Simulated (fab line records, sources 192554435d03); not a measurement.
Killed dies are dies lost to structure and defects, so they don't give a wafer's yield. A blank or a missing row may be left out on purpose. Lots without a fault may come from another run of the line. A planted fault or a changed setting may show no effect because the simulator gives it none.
Chamber matching | flow n5_finfet | N5_BEOL_M2_ALD_98 on ald_sin-04: 4 sister chambers
The step deposits SiO2, target thk 2.5 nm, pulse time 1 s, co reactant pulse time 1 s. 4 wafers are shown with their chamber, then 7 later ones without.

WAFERS WITH THEIR CHAMBER
wafer  | chamber | heater_power_w (W)
L088.2 | 0       | 77
L088.4 | 1       | 76
L089.1 | 2       | 87
L089.2 | 3       | 78

WAFERS WITHOUT THEIR CHAMBER
wafer  | heater_power_w (W)
L089.4 | 76
L095.3 | 90
L095.4 | 76
L095.5 | 77
L097.1 | 77
L097.3 | 74
L097.5 | 77

WHICH CHAMBER EACH WENT THROUGH
wafer  | from the rows above          | in truth
L089.4 | can't be placed: 1 or 0 or 3 | 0
L095.3 | 2                            | 2
L095.4 | can't be placed: 1 or 0 or 3 | 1
L095.5 | can't be placed: 0 or 1 or 3 | 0
L097.1 | can't be placed: 0 or 1 or 3 | 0
L097.3 | can't be placed: 1 or 0 or 3 | 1
L097.5 | can't be placed: 0 or 1 or 3 | 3
Placed correctly: 1 of 7. Can't be placed from these rows: 6 (the true chamber is among the candidates in 6). Placed wrongly: 0.
How it was worked out, from the rows above alone: a wafer's distance from a chamber is the root of the sum, over the readings, of the square of ((its reading less the chamber's mean) divided by the reading's scatter). The wafer belongs to the nearest chamber; if the next one is less than 2 further off, it can't be placed. A chamber's mean is the mean of its shown wafers. The scatter: with one shown wafer a chamber, the root of the mean of the squares of how far each hidden wafer lies from its nearest shown one.
